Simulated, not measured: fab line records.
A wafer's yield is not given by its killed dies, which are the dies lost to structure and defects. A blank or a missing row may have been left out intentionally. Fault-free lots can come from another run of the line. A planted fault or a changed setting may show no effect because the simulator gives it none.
Chamber matching | flow n5 finfet | N5_BEOL_M0_SAQP_ETCH_49 on rie diel-05: 4 sister chambers
The step etches SiO2 in CF4/O2, target depth 37 nm. 16 wafers are shown with their chamber, then 8 later ones without.

## EACH WAFER AND ITS CHAMBER
wafer  | chamber | showerhead plenum p Torr (Torr) | throttle valve pct (%) | rf vpp V (V)
L074.2 | 2       | 2.26                            | 15.44                  | 240
L074.5 | 2       | 2.26                            | 15.43                  | 239
L074.6 | 1       | 2.06                            | 15.98                  | 230
L075.1 | 2       | 2.26                            | 15.42                  | 239
L075.2 | 3       | 2.13                            | 15.82                  | 237
L075.4 | 0       | 2.11                            | 16.03                  | 249
L086.1 | 0       | 2.10                            | 16.07                  | 249
L086.2 | 3       | 2.12                            | 15.86                  | 239
L086.6 | 2       | 2.25                            | 15.48                  | 238
L088.1 | 3       | 2.12                            | 15.88                  | 239
L088.4 | 0       | 2.10                            | 16.08                  | 252
L088.5 | 2       | 2.25                            | 15.47                  | 237
L092.2 | 0       | 2.10                            | 16.10                  | 249
L092.4 | 2       | 2.25                            | 15.49                  | 238
L092.5 | 3       | 2.12                            | 15.87                  | 238
L093.1 | 0       | 2.10                            | 16.10                  | 250

SIGNATURES, as means of the wafers listed above
reading                  | chamber 0 | chamber 1 | chamber 2 | chamber 3 | scatter within a chamber
showerhead plenum p Torr | 2.1020    | 2.0600    | 2.2550    | 2.1225    | 0.00504
throttle valve pct       | 16.0760   | 15.9800   | 15.4550   | 15.8575   | 0.0282
rf vpp V                 | 249.80    | 230.00    | 238.50    | 238.25    | 1.12
Rule: distance of a wafer from a chamber = root of the sum over the readings of ((wafer's reading minus chamber's mean) / reading's scatter) squared. If the next closest chamber is less than 2 further off than the closest, the wafer can't be placed; otherwise it belongs to the closest. How the scatter is found: for the shown wafers, subtract from each reading the mean of its chamber, square and add these, divide the total by (wafers less chambers), then take the root.

## WAFERS WHOSE CHAMBER IS MISSING
wafer  | showerhead plenum p Torr (Torr) | throttle valve pct (%) | rf vpp V (V)
L093.4 | 2.05                            | 16.05                  | 230
L093.6 | 2.10                            | 16.10                  | 249
L094.3 | 2.25                            | 15.50                  | 238
L094.5 | 2.05                            | 16.04                  | 229
L094.6 | 2.25                            | 15.50                  | 238
L096.1 | 2.12                            | 15.91                  | 238
L096.4 | 2.09                            | 16.11                  | 250
L096.5 | 2.25                            | 15.49                  | 239

## THE CHAMBER EACH PASSED THROUGH
wafer  | from the rows above | in truth
L093.4 | 1                   | 1
L093.6 | 0                   | 0
L094.3 | 2                   | 2
L094.5 | 1                   | 1
L094.6 | 2                   | 2
L096.1 | 3                   | 3
L096.4 | 0                   | 0
L096.5 | 2                   | 2
Correct placement for 8 of the 8. Number that these rows cannot place: 0. Placed wrongly: 0.
